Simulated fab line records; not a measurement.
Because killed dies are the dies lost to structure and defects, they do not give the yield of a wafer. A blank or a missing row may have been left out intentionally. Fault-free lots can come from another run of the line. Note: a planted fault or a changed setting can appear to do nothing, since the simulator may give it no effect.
Chamber matching + flow nandHarc + NHARC_A_CONTACT_ETCH_88 on rieDiel-01: 4 sister chambers
The step etches the open film in CF4, target depth 39 nm, time 65 s. 4 wafers are shown with their chamber, then 8 later ones without.

== WAFERS, EACH WITH ITS CHAMBER ==
| wafer  | chamber | showerheadPlenumPTorr (Torr) |
|--------|---------|------------------------------|
| L078.3 | 0       | 1.72                         |
| L089.4 | 1       | 1.75                         |
| L089.5 | 2       | 1.87                         |
| L088.2 | 3       | 1.66                         |

== WAFERS WHOSE CHAMBER IS MISSING ==
| wafer  | showerheadPlenumPTorr (Torr) |
|--------|------------------------------|
| L088.4 | 1.87                         |
| L088.5 | 1.87                         |
| L091.3 | 1.71                         |
| L091.4 | 1.87                         |
| L091.6 | 1.87                         |
| L095.2 | 1.65                         |
| L095.4 | 1.71                         |
| L095.6 | 1.71                         |

== THE CHAMBER EACH PASSED THROUGH ==
| wafer  | from the rows above | in truth |
|--------|---------------------|----------|
| L088.4 | 2                   | 2        |
| L088.5 | 2                   | 2        |
| L091.3 | 0                   | 0        |
| L091.4 | 2                   | 2        |
| L091.6 | 2                   | 2        |
| L095.2 | 3                   | 3        |
| L095.4 | 0                   | 0        |
| L095.6 | 0                   | 0        |
Correct placement for 8 of the 8. Not placeable from these rows: 0. Number placed wrongly: 0.
How it was worked out, from the rows above alone: a wafer's distance from a chamber is the root of the sum, over the readings, of the square of ((its reading less the chamber's mean) divided by the reading's scatter). If the next closest chamber is less than 2 further off than the closest, the wafer can't be placed; otherwise it belongs to the closest. Each chamber's mean is taken over the wafers shown for it. The scatter (one wafer shown for each chamber): square how far every hidden wafer sits from the nearest shown wafer, average those squares and take the square root.
